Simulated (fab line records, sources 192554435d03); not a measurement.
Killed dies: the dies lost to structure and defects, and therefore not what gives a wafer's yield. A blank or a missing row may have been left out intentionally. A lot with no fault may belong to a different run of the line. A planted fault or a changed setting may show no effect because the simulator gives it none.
fab line records :: flow n5_finfet
[record]
  lots = 7
  wafers = 39
route steps=1938 shown WELL_APT@32 DUMMY_GATE@246 SD_EPI_P@308 GATE_CUT@501
start_h: start of the lot's first displayed wafer, in hours after the record's first day :: wait_h: hours elapsed since this lot's preceding step :: " unchanged from the row above :: L1.1+2: a row that stands for several wafers :: - no value, or no start given :: * or withheld: withheld :: < > ~ a bound
route shown NAME@n: NAME is a module with steps in the file, n the number in the route of the first one :: usual: the fault-free wafers' mean and standard deviation :: same: alike in all rows :: chamber/n: place in a boat :: sites: per-site readings :: _std_site: their standard deviation :: _edge_site: the outer-site mean with the inner-site mean subtracted :: radius_mm: how far each site lies from the wafer's centre :: mask NAME#n: copy n :: behind: the most recent tool/chamber to have shaped the wafer :: hold: what put the lot on hold/how long, in hours/how the hold closed :: device: the transistor (n, p or np) that didn't switch :: end of line: tests of these same wafers at the route's end :: step lacking rows: just its recipe :: killed: count of dies lost to structure and defects at first sort (not the wafer's yield) :: map: a wafer's dies, marking killed ones x, the rest . and places with no die _
set.NAME: the run value of the setting; set.NAME@STEP: its run value at that earlier step :: model.NAME: the simulator's own value behind a step, which no gauge read
lots with deliberately changed settings; one table per step, one row per wafer
[[steps]]
[step N5_WELL_APT_IMPLANT_14]
[recipe]
  species = P
  energy_kev = 160
  dose_cm2 = 1.5e+13
  tilt_deg = 0
  rotation_deg = 0
lot.wafer: L074.1+2+3+4+5+6
tool: implanter-02
chamber: 0
start_h: 14.12
wait_h: 0.1
set.energy_kev: 160
model.implant.rp_nm: 198.5
model.implant.drp_nm: 65.9

lot.wafer: L075.1+5+6
tool: implanter-02
chamber: 0
start_h: 19.95
wait_h: 0.1
set.energy_kev: 160
model.implant.rp_nm: 197.8
model.implant.drp_nm: 65.9

lot.wafer: L075.2+3+4
tool: implanter-02
chamber: 0
start_h: 19.95
wait_h: 0.1
set.energy_kev: 166.6
model.implant.rp_nm: 206.2
model.implant.drp_nm: 67.88

lot.wafer: L083.1+3+4
tool: implanter-02
chamber: 0
start_h: 68.31
wait_h: 0.1
set.energy_kev: 166.1
model.implant.rp_nm: 214.8
model.implant.drp_nm: 67.73

lot.wafer: L083.2+5+6
tool: implanter-02
chamber: 0
start_h: 68.31
wait_h: 0.1
set.energy_kev: 160
model.implant.rp_nm: 206.7
model.implant.drp_nm: 65.9

lot.wafer: L086.1+4+6
tool: implanter-02
chamber: 0
start_h: 86.15
wait_h: 0.2
set.energy_kev: 147.4
model.implant.rp_nm: 184.7
model.implant.drp_nm: 61.96

lot.wafer: L086.2+3+5
tool: implanter-02
chamber: 0
start_h: 86.15
wait_h: 0.2
set.energy_kev: 160
model.implant.rp_nm: 201.2
model.implant.drp_nm: 65.9

lot.wafer: L087.1+5+6
tool: implanter-02
chamber: 0
start_h: 92.24
wait_h: 0.1
set.energy_kev: 141.1
model.implant.rp_nm: 180.1
model.implant.drp_nm: 59.86

lot.wafer: L087.2+3+4
tool: implanter-02
chamber: 0
start_h: 92.24
wait_h: 0.1
set.energy_kev: 160
model.implant.rp_nm: 205.3
model.implant.drp_nm: 65.9

lot.wafer: L091.1+3+4
tool: implanter-02
chamber: 0
start_h: 116.13
wait_h: 0.1
set.energy_kev: 160
model.implant.rp_nm: 202.8
model.implant.drp_nm: 65.9

lot.wafer: L095.1+2+3+4+5+6
tool: implanter-01
chamber: 0
start_h: 140.06
wait_h: 0.1
set.energy_kev: 160
model.implant.rp_nm: 202.4
model.implant.drp_nm: 65.9
[step N5_DUMMY_GATE_ETCH_32]
[recipe]
  chemistry = CF4
  target = SiO2
  target_depth_a = 35
  time_s = 3.9
  ion_energy_ev = 350
  pressure_mtorr = 10
  icp_w = 800
  bias_w = 400
  cf4_flow_sccm = 80
lot.wafer: L074.1
tool: rie_si-01
chamber: 1
start_h: 46.92
wait_h: 0.1
set.time_s: 3.9
model.etch.depth_nm: 3.481

lot.wafer: L074.2
tool: rie_si-01
chamber: 3
start_h: 46.92
wait_h: 0.1
set.time_s: 3.9
model.etch.depth_nm: 3.488

lot.wafer: L074.3
tool: rie_si-01
chamber: 2
start_h: 46.92
wait_h: 0.1
set.time_s: 3.9
model.etch.depth_nm: 3.47

lot.wafer: L074.4
tool: rie_si-01
chamber: 2
start_h: 46.92
wait_h: 0.1
set.time_s: 3.9
model.etch.depth_nm: 3.452

lot.wafer: L074.5
tool: rie_si-01
chamber: 3
start_h: 46.92
wait_h: 0.1
set.time_s: 3.9
model.etch.depth_nm: 3.46

lot.wafer: L074.6
tool: rie_si-01
chamber: 1
start_h: 46.92
wait_h: 0.1
set.time_s: 3.9
model.etch.depth_nm: 3.461

lot.wafer: L075.1
tool: rie_si-04
chamber: 0
start_h: 53.59
wait_h: 0.1
set.time_s: 3.9
model.etch.depth_nm: 3.496

lot.wafer: L075.2
tool: rie_si-04
chamber: 3
start_h: 53.59
wait_h: 0.1
set.time_s: 3.9
model.etch.depth_nm: 3.483

lot.wafer: L075.3
tool: rie_si-04
chamber: 2
start_h: 53.59
wait_h: 0.1
set.time_s: 3.9
model.etch.depth_nm: 3.493

lot.wafer: L075.4
tool: rie_si-04
chamber: 1
start_h: 53.59
wait_h: 0.1
set.time_s: 3.9
model.etch.depth_nm: 3.533

lot.wafer: L075.5
tool: rie_si-04
chamber: 2
start_h: 53.59
wait_h: 0.1
set.time_s: 3.9
model.etch.depth_nm: 3.507

lot.wafer: L075.6
tool: rie_si-04
chamber: 1
start_h: 53.59
wait_h: 0.1
set.time_s: 3.9
model.etch.depth_nm: 3.546

lot.wafer: L083.1
tool: rie_si-03
chamber: 0
start_h: 103.34
wait_h: 0.1
set.time_s: 3.569
model.etch.depth_nm: 3.175

lot.wafer: L083.2
tool: rie_si-03
chamber: 3
start_h: 103.34
wait_h: 0.1
set.time_s: 3.9
model.etch.depth_nm: 3.48

lot.wafer: L083.3
tool: rie_si-03
chamber: 1
start_h: 103.34
wait_h: 0.1
set.time_s: 3.569
model.etch.depth_nm: 3.23

lot.wafer: L083.4
tool: rie_si-03
chamber: 0
start_h: 103.34
wait_h: 0.1
set.time_s: 3.9
model.etch.depth_nm: 3.52

lot.wafer: L083.5
tool: rie_si-03
chamber: 3
start_h: 103.34
wait_h: 0.1
set.time_s: 3.9
model.etch.depth_nm: 3.486

lot.wafer: L083.6
tool: rie_si-03
chamber: 1
start_h: 103.34
wait_h: 0.1
set.time_s: 3.569
model.etch.depth_nm: 3.252

lot.wafer: L086.1
tool: rie_si-04
chamber: 1
start_h: 121.31
wait_h: 0.1
set.time_s: 3.9
model.etch.depth_nm: 3.524

lot.wafer: L086.2
tool: rie_si-04
chamber: 2
start_h: 121.31
wait_h: 0.1
set.time_s: 3.9
model.etch.depth_nm: 3.485

lot.wafer: L086.3
tool: rie_si-04
chamber: 3
start_h: 121.31
wait_h: 0.1
set.time_s: 4.455
model.etch.depth_nm: 3.95

lot.wafer: L086.4
tool: rie_si-04
chamber: 0
start_h: 121.31
wait_h: 0.1
set.time_s: 4.455
model.etch.depth_nm: 3.994

lot.wafer: L086.5
tool: rie_si-04
chamber: 1
start_h: 121.31
wait_h: 0.1
set.time_s: 3.9
model.etch.depth_nm: 3.523

lot.wafer: L086.6
tool: rie_si-04
chamber: 0
start_h: 121.31
wait_h: 0.1
set.time_s: 4.455
model.etch.depth_nm: 3.977

lot.wafer: L087.1
tool: rie_si-04
chamber: 1
start_h: 126.61
wait_h: 0.1
set.time_s: 4.565
model.etch.depth_nm: 4.16

lot.wafer: L087.2
tool: rie_si-04
chamber: 3
start_h: 126.61
wait_h: 0.1
set.time_s: 3.9
model.etch.depth_nm: 3.491

lot.wafer: L087.3
tool: rie_si-04
chamber: 0
start_h: 126.61
wait_h: 0.1
set.time_s: 4.565
model.etch.depth_nm: 4.108

lot.wafer: L087.4
tool: rie_si-04
chamber: 2
start_h: 126.61
wait_h: 0.1
set.time_s: 3.9
model.etch.depth_nm: 3.527

lot.wafer: L087.5
tool: rie_si-04
chamber: 2
start_h: 126.61
wait_h: 0.1
set.time_s: 4.565
model.etch.depth_nm: 4.103

lot.wafer: L087.6
tool: rie_si-04
chamber: 3
start_h: 126.61
wait_h: 0.1
set.time_s: 3.9
model.etch.depth_nm: 3.465

lot.wafer: L091.1
tool: rie_si-03
chamber: 2
start_h: 149.09
wait_h: 0.1
set.time_s: 3.9
model.etch.depth_nm: 3.428

lot.wafer: L091.3
tool: rie_si-03
chamber: 3
start_h: 149.09
wait_h: 0.1
set.time_s: 3.9
model.etch.depth_nm: 3.488

lot.wafer: L091.4
tool: rie_si-03
chamber: 3
start_h: 149.09
wait_h: 0.1
set.time_s: 3.9
model.etch.depth_nm: 3.494

lot.wafer: L095.1
tool: rie_si-01
chamber: 2
start_h: 178.04
wait_h: 0.1
set.time_s: 3.9
model.etch.depth_nm: 3.448

lot.wafer: L095.2
tool: rie_si-01
chamber: 0
start_h: 178.04
wait_h: 0.1
set.time_s: 3.041
model.etch.depth_nm: 2.73

lot.wafer: L095.3
tool: rie_si-01
chamber: 3
start_h: 178.04
wait_h: 0.1
set.time_s: 3.9
model.etch.depth_nm: 3.513

lot.wafer: L095.4
tool: rie_si-01
chamber: 1
start_h: 178.04
wait_h: 0.1
set.time_s: 3.9
model.etch.depth_nm: 3.478

lot.wafer: L095.5
tool: rie_si-01
chamber: 0
start_h: 178.04
wait_h: 0.1
set.time_s: 3.041
model.etch.depth_nm: 2.732

lot.wafer: L095.6
tool: rie_si-01
chamber: 3
start_h: 178.04
wait_h: 0.1
set.time_s: 3.041
model.etch.depth_nm: 2.711
[step N5_SD_EPI_P_ETCH_37]
[recipe]
  chemistry = N2/H2
  target = SOC
  overetch_a = 1080
  mask_material = SiARC
  temp_c = 40
  ion_energy_ev = 100
  source_w = 3000
  bias_w = 133
  pressure_mtorr = 20
  time_s = 486
  n2_flow_sccm = 200
  h2_flow_sccm = 200
  ends = end_point
[usual]
  rf_vpp_V = 241.1/1.1
lot.wafer: L074.1
tool: rie_diel-01
chamber: 0
start_h: 53.15
wait_h: 0.0
set.source_w: 3000
rf_vpp_V: 242.6
model.SiARC_of_SD_EPI_P_COAT_35.thk_nm: 19.8

lot.wafer: L074.2
tool: rie_diel-01
chamber: 1
start_h: 53.15
wait_h: 0.0
set.source_w: 3000
rf_vpp_V: 240.2
model.SiARC_of_SD_EPI_P_COAT_35.thk_nm: 20

lot.wafer: L074.3
tool: rie_diel-01
chamber: 2
start_h: 53.15
wait_h: 0.0
set.source_w: 3000
rf_vpp_V: 241.8
model.SiARC_of_SD_EPI_P_COAT_35.thk_nm: 19.6

lot.wafer: L074.4
tool: rie_diel-01
chamber: 3
start_h: 53.15
wait_h: 0.0
set.source_w: 3000
rf_vpp_V: 241.2
model.SiARC_of_SD_EPI_P_COAT_35.thk_nm: 19.6

lot.wafer: L074.5
tool: rie_diel-01
chamber: 2
start_h: 53.15
wait_h: 0.0
set.source_w: 3000
rf_vpp_V: 241.9
model.SiARC_of_SD_EPI_P_COAT_35.thk_nm: 19.6

lot.wafer: L074.6
tool: rie_diel-01
chamber: 1
start_h: 53.15
wait_h: 0.0
set.source_w: 3000
rf_vpp_V: 239.8
model.SiARC_of_SD_EPI_P_COAT_35.thk_nm: 20

lot.wafer: L075.1
tool: rie_diel-02
chamber: 2
start_h: 60.39
wait_h: 0.0
set.source_w: 2579
rf_vpp_V: 254.0
model.SiARC_of_SD_EPI_P_COAT_35.thk_nm: 21.4

lot.wafer: L075.2
tool: rie_diel-02
chamber: 1
start_h: 60.39
wait_h: 0.0
set.source_w: 2579
rf_vpp_V: 254.2
model.SiARC_of_SD_EPI_P_COAT_35.thk_nm: 21.2

lot.wafer: L075.3
tool: rie_diel-02
chamber: 3
start_h: 60.39
wait_h: 0.0
set.source_w: 3000
rf_vpp_V: 240.9
model.SiARC_of_SD_EPI_P_COAT_35.thk_nm: 19.6

lot.wafer: L075.4
tool: rie_diel-02
chamber: 0
start_h: 60.39
wait_h: 0.0
set.source_w: 3000
rf_vpp_V: 242.1
model.SiARC_of_SD_EPI_P_COAT_35.thk_nm: 19.6

lot.wafer: L075.5
tool: rie_diel-02
chamber: 3
start_h: 60.39
wait_h: 0.0
set.source_w: 3000
rf_vpp_V: 243.0
model.SiARC_of_SD_EPI_P_COAT_35.thk_nm: 19.6

lot.wafer: L075.6
tool: rie_diel-02
chamber: 2
start_h: 60.39
wait_h: 0.0
set.source_w: 2579
rf_vpp_V: 254.9
model.SiARC_of_SD_EPI_P_COAT_35.thk_nm: 21.4

lot.wafer: L083.1
tool: rie_diel-01
chamber: 0
start_h: 110.35
wait_h: 0.0
set.source_w: 3526
rf_vpp_V: 227.5
model.SiARC_of_SD_EPI_P_COAT_35.thk_nm: 18

lot.wafer: L083.2
tool: rie_diel-01
chamber: 2
start_h: 110.35
wait_h: 0.0
set.source_w: 3526
rf_vpp_V: 229.5
model.SiARC_of_SD_EPI_P_COAT_35.thk_nm: 18

lot.wafer: L083.3
tool: rie_diel-01
chamber: 3
start_h: 110.35
wait_h: 0.0
set.source_w: 3000
rf_vpp_V: 240.0
model.SiARC_of_SD_EPI_P_COAT_35.thk_nm: 19.8

lot.wafer: L083.4
tool: rie_diel-01
chamber: 1
start_h: 110.35
wait_h: 0.0
set.source_w: 3000
rf_vpp_V: 240.0
model.SiARC_of_SD_EPI_P_COAT_35.thk_nm: 20.2

lot.wafer: L083.5
tool: rie_diel-01
chamber: 2
start_h: 110.35
wait_h: 0.0
set.source_w: 3526
rf_vpp_V: 230.0
model.SiARC_of_SD_EPI_P_COAT_35.thk_nm: 17.6

lot.wafer: L083.6
tool: rie_diel-01
chamber: 1
start_h: 110.35
wait_h: 0.0
set.source_w: 3000
rf_vpp_V: 241.9
model.SiARC_of_SD_EPI_P_COAT_35.thk_nm: 20

lot.wafer: L086.1
tool: rie_diel-02
chamber: 2
start_h: 127.41
wait_h: 0.0
set.source_w: 3428
rf_vpp_V: 230.7
model.SiARC_of_SD_EPI_P_COAT_35.thk_nm: 18

lot.wafer: L086.2
tool: rie_diel-02
chamber: 3
start_h: 127.41
wait_h: 0.0
set.source_w: 3428
rf_vpp_V: 229.5
model.SiARC_of_SD_EPI_P_COAT_35.thk_nm: 18

lot.wafer: L086.3
tool: rie_diel-02
chamber: 0
start_h: 127.41
wait_h: 0.0
set.source_w: 3000
rf_vpp_V: 238.9
model.SiARC_of_SD_EPI_P_COAT_35.thk_nm: 19.6

lot.wafer: L086.4
tool: rie_diel-02
chamber: 1
start_h: 127.41
wait_h: 0.0
set.source_w: 3000
rf_vpp_V: 240.3
model.SiARC_of_SD_EPI_P_COAT_35.thk_nm: 19.4

lot.wafer: L086.5
tool: rie_diel-02
chamber: 0
start_h: 127.41
wait_h: 0.0
set.source_w: 3000
rf_vpp_V: 242.4
model.SiARC_of_SD_EPI_P_COAT_35.thk_nm: 19.6

lot.wafer: L086.6
tool: rie_diel-02
chamber: 1
start_h: 127.41
wait_h: 0.0
set.source_w: 3428
rf_vpp_V: 229.8
model.SiARC_of_SD_EPI_P_COAT_35.thk_nm: 17.6

lot.wafer: L087.1
tool: rie_diel-01
chamber: 2
start_h: 133.01
wait_h: 0.0
set.source_w: 3000
rf_vpp_V: 242.5
model.SiARC_of_SD_EPI_P_COAT_35.thk_nm: 19.4

lot.wafer: L087.2
tool: rie_diel-01
chamber: 1
start_h: 133.01
wait_h: 0.0
set.source_w: 3000
rf_vpp_V: 242.4
model.SiARC_of_SD_EPI_P_COAT_35.thk_nm: 19.8

lot.wafer: L087.3
tool: rie_diel-01
chamber: 0
start_h: 133.01
wait_h: 0.0
set.source_w: 3000
rf_vpp_V: 241.7
model.SiARC_of_SD_EPI_P_COAT_35.thk_nm: 19.8

lot.wafer: L087.4
tool: rie_diel-01
chamber: 3
start_h: 133.01
wait_h: 0.0
set.source_w: 3000
rf_vpp_V: 240.4
model.SiARC_of_SD_EPI_P_COAT_35.thk_nm: 19.4

lot.wafer: L087.5
tool: rie_diel-01
chamber: 1
start_h: 133.01
wait_h: 0.0
set.source_w: 3000
rf_vpp_V: 237.6
model.SiARC_of_SD_EPI_P_COAT_35.thk_nm: 19.8

lot.wafer: L087.6
tool: rie_diel-01
chamber: 0
start_h: 133.01
wait_h: 0.0
set.source_w: 3000
rf_vpp_V: 241.5
model.SiARC_of_SD_EPI_P_COAT_35.thk_nm: 20

lot.wafer: L091.1
tool: rie_diel-05
chamber: 0
start_h: 155.94
wait_h: 0.0
set.source_w: 3000
rf_vpp_V: 239.4
model.SiARC_of_SD_EPI_P_COAT_35.thk_nm: 19.2

lot.wafer: L091.3
tool: rie_diel-05
chamber: 2
start_h: 155.94
wait_h: 0.0
set.source_w: 3000
rf_vpp_V: 241.4
model.SiARC_of_SD_EPI_P_COAT_35.thk_nm: 19.6

lot.wafer: L091.4
tool: rie_diel-05
chamber: 3
start_h: 155.94
wait_h: 0.0
set.source_w: 3000
rf_vpp_V: 241.1
model.SiARC_of_SD_EPI_P_COAT_35.thk_nm: 19.6

lot.wafer: L095.1
tool: rie_diel-01
chamber: 2
start_h: 184.88
wait_h: 0.0
set.source_w: 3000
rf_vpp_V: 241.0
model.SiARC_of_SD_EPI_P_COAT_35.thk_nm: 20

lot.wafer: L095.2
tool: rie_diel-01
chamber: 3
start_h: 184.88
wait_h: 0.0
set.source_w: 3260
rf_vpp_V: 231.8
model.SiARC_of_SD_EPI_P_COAT_35.thk_nm: 19

lot.wafer: L095.3
tool: rie_diel-01
chamber: 0
start_h: 184.88
wait_h: 0.0
set.source_w: 3260
rf_vpp_V: 233.7
model.SiARC_of_SD_EPI_P_COAT_35.thk_nm: 19.4

lot.wafer: L095.4
tool: rie_diel-01
chamber: 1
start_h: 184.88
wait_h: 0.0
set.source_w: 3000
rf_vpp_V: 240.3
model.SiARC_of_SD_EPI_P_COAT_35.thk_nm: 20.2

lot.wafer: L095.5
tool: rie_diel-01
chamber: 2
start_h: 184.88
wait_h: 0.0
set.source_w: 3260
rf_vpp_V: 235.5
model.SiARC_of_SD_EPI_P_COAT_35.thk_nm: 18.8

lot.wafer: L095.6
tool: rie_diel-01
chamber: 0
start_h: 184.88
wait_h: 0.0
set.source_w: 3000
rf_vpp_V: 240.9
model.SiARC_of_SD_EPI_P_COAT_35.thk_nm: 20.4
[step N5_GATE_CUT_CUT_ETCH_54]
[recipe]
  chemistry = Cl2/BCl3
  target = TiN
  mask_material = SiO2
  target_depth_a = 967
  pressure_mtorr = 10
  icp_w = 1000
  bias_w = 126
  Cl2_flow_sccm = 53.25
  bcl3_flow_sccm = 21.75
  Ar_flow_sccm = 25
  ends = cleared
[usual]
  etch_rf_on_time_s = 36.9/0.46
lot.wafer: L074.1
tool: rie_metal-02
chamber: 1
start_h: 82.21
wait_h: 0.0
set.icp_w: 1000
etch_rf_on_time_s: 37.1

lot.wafer: L074.2
tool: rie_metal-02
chamber: 0
start_h: 82.21
wait_h: 0.0
set.icp_w: 1000
etch_rf_on_time_s: 36.5

lot.wafer: L074.3
tool: rie_metal-02
chamber: 1
start_h: 82.21
wait_h: 0.0
set.icp_w: 1000
etch_rf_on_time_s: 37.2

lot.wafer: L074.4
tool: rie_metal-02
chamber: 0
start_h: 82.21
wait_h: 0.0
set.icp_w: 1000
etch_rf_on_time_s: 36.4

lot.wafer: L074.5
tool: rie_metal-02
chamber: 1
start_h: 82.21
wait_h: 0.0
set.icp_w: 1000
etch_rf_on_time_s: 36.9

lot.wafer: L074.6
tool: rie_metal-02
chamber: 0
start_h: 82.21
wait_h: 0.0
set.icp_w: 1000
etch_rf_on_time_s: 36.7

lot.wafer: L075.1
tool: rie_metal-03
chamber: 0
start_h: 89.61
wait_h: 0.0
set.icp_w: 1000
etch_rf_on_time_s: 36.8

lot.wafer: L075.2
tool: rie_metal-03
chamber: 1
start_h: 89.61
wait_h: 0.0
set.icp_w: 1000
etch_rf_on_time_s: 37.1

lot.wafer: L075.3
tool: rie_metal-03
chamber: 1
start_h: 89.61
wait_h: 0.0
set.icp_w: 923.6
etch_rf_on_time_s: 39.7

lot.wafer: L075.4
tool: rie_metal-03
chamber: 0
start_h: 89.61
wait_h: 0.0
set.icp_w: 1000
etch_rf_on_time_s: 37.2

lot.wafer: L075.5
tool: rie_metal-03
chamber: 1
start_h: 89.61
wait_h: 0.0
set.icp_w: 923.6
etch_rf_on_time_s: 39.9

lot.wafer: L075.6
tool: rie_metal-03
chamber: 0
start_h: 89.61
wait_h: 0.0
set.icp_w: 923.6
etch_rf_on_time_s: 39.3

lot.wafer: L083.1
tool: rie_metal-03
chamber: 1
start_h: 140.62
wait_h: 0.1
set.icp_w: 1000
etch_rf_on_time_s: 37.5

lot.wafer: L083.2
tool: rie_metal-03
chamber: 1
start_h: 140.62
wait_h: 0.1
set.icp_w: 1178
etch_rf_on_time_s: 32.4

lot.wafer: L083.3
tool: rie_metal-03
chamber: 1
start_h: 140.62
wait_h: 0.1
set.icp_w: 1178
etch_rf_on_time_s: 32.4

lot.wafer: L083.4
tool: rie_metal-03
chamber: 1
start_h: 140.62
wait_h: 0.1
set.icp_w: 1000
etch_rf_on_time_s: 37.2

lot.wafer: L083.5
tool: rie_metal-03
chamber: 1
start_h: 140.62
wait_h: 0.1
set.icp_w: 1178
etch_rf_on_time_s: 32.6

lot.wafer: L083.6
tool: rie_metal-03
chamber: 1
start_h: 140.62
wait_h: 0.1
set.icp_w: 1000
etch_rf_on_time_s: 37.3

lot.wafer: L086.1
tool: rie_metal-02
chamber: 0
start_h: 157.04
wait_h: 0.0
set.icp_w: 1000
etch_rf_on_time_s: 36.3

lot.wafer: L086.2
tool: rie_metal-02
chamber: 1
start_h: 157.04
wait_h: 0.0
set.icp_w: 1069
etch_rf_on_time_s: 34.4

lot.wafer: L086.3
tool: rie_metal-02
chamber: 1
start_h: 157.04
wait_h: 0.0
set.icp_w: 1069
etch_rf_on_time_s: 34.3

lot.wafer: L086.4
tool: rie_metal-02
chamber: 0
start_h: 157.04
wait_h: 0.0
set.icp_w: 1069
etch_rf_on_time_s: 34.5

lot.wafer: L086.5
tool: rie_metal-02
chamber: 1
start_h: 157.04
wait_h: 0.0
set.icp_w: 1000
etch_rf_on_time_s: 36.2

lot.wafer: L086.6
tool: rie_metal-02
chamber: 0
start_h: 157.04
wait_h: 0.0
set.icp_w: 1000
etch_rf_on_time_s: 36.6

lot.wafer: L087.1
tool: rie_metal-02
chamber: 0
start_h: 163.70
wait_h: 0.0
set.icp_w: 1000
etch_rf_on_time_s: 36.8

lot.wafer: L087.2
tool: rie_metal-02
chamber: 1
start_h: 163.70
wait_h: 0.0
set.icp_w: 1000
etch_rf_on_time_s: 36.4

lot.wafer: L087.3
tool: rie_metal-02
chamber: 1
start_h: 163.70
wait_h: 0.0
set.icp_w: 1000
etch_rf_on_time_s: 36.5

lot.wafer: L087.4
tool: rie_metal-02
chamber: 0
start_h: 163.70
wait_h: 0.0
set.icp_w: 1000
etch_rf_on_time_s: 36.3

lot.wafer: L087.5
tool: rie_metal-02
chamber: 1
start_h: 163.70
wait_h: 0.0
set.icp_w: 1000
etch_rf_on_time_s: 36.4

lot.wafer: L087.6
tool: rie_metal-02
chamber: 0
start_h: 163.70
wait_h: 0.0
set.icp_w: 1000
etch_rf_on_time_s: 36.7

lot.wafer: L091.1
tool: rie_metal-02
chamber: 1
start_h: 185.57
wait_h: 0.0
set.icp_w: 1000
etch_rf_on_time_s: 36.7

lot.wafer: L091.3
tool: rie_metal-02
chamber: 0
start_h: 185.57
wait_h: 0.0
set.icp_w: 1000
etch_rf_on_time_s: 36.5

lot.wafer: L091.4
tool: rie_metal-02
chamber: 1
start_h: 185.57
wait_h: 0.0
set.icp_w: 1000
etch_rf_on_time_s: 36.4

lot.wafer: L095.1
tool: rie_metal-03
chamber: 1
start_h: 214.00
wait_h: 0.0
set.icp_w: 1000
etch_rf_on_time_s: 37.0

lot.wafer: L095.2
tool: rie_metal-03
chamber: 0
start_h: 214.00
wait_h: 0.0
set.icp_w: 1000
etch_rf_on_time_s: 37.1

lot.wafer: L095.3
tool: rie_metal-03
chamber: 1
start_h: 214.00
wait_h: 0.0
set.icp_w: 1000
etch_rf_on_time_s: 37.1

lot.wafer: L095.4
tool: rie_metal-03
chamber: 0
start_h: 214.00
wait_h: 0.0
set.icp_w: 1000
etch_rf_on_time_s: 36.8

lot.wafer: L095.5
tool: rie_metal-03
chamber: 1
start_h: 214.00
wait_h: 0.0
set.icp_w: 1000
etch_rf_on_time_s: 37.0

lot.wafer: L095.6
tool: rie_metal-03
chamber: 0
start_h: 214.00
wait_h: 0.0
set.icp_w: 1000
etch_rf_on_time_s: 37.0
[[key]]
[split]
  step = N5_WELL_APT_IMPLANT_14
  setting = energy_kev
  stated = 160
  by = wafer
[response]
  step = N5_WELL_APT_IMPLANT_14
  reading = model.implant.rp_nm
  change = +2.11
  per = 1%
  r = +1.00
[response]
  step = N5_WELL_APT_IMPLANT_14
  reading = model.implant.drp_nm
  change = +0.504
  per = 1%
  r = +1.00
[split]
  step = N5_DUMMY_GATE_ETCH_32
  setting = time_s
  stated = 3.9
  by = wafer
[response]
  step = N5_DUMMY_GATE_ETCH_32
  reading = model.etch.depth_nm
  change = +0.0346
  per = 1%
  r = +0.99
[split]
  step = N5_SD_EPI_P_ETCH_37
  setting = source_w
  stated = 3000
  by = wafer
[response]
  step = N5_SD_EPI_P_ETCH_37
  reading = rf_vpp_V
  change = -0.753
  per = 1%
  r = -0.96
[response]
  step = N5_SD_EPI_P_ETCH_37
  reading = model.SiARC_of_SD_EPI_P_COAT_35.thk_nm
  change = -0.122
  per = 1%
  r = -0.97
[split]
  step = N5_GATE_CUT_CUT_ETCH_54
  setting = icp_w
  stated = 1000
  by = wafer
[response]
  step = N5_GATE_CUT_CUT_ETCH_54
  reading = etch_rf_on_time_s
  change = *
  per = 1%
  r = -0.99
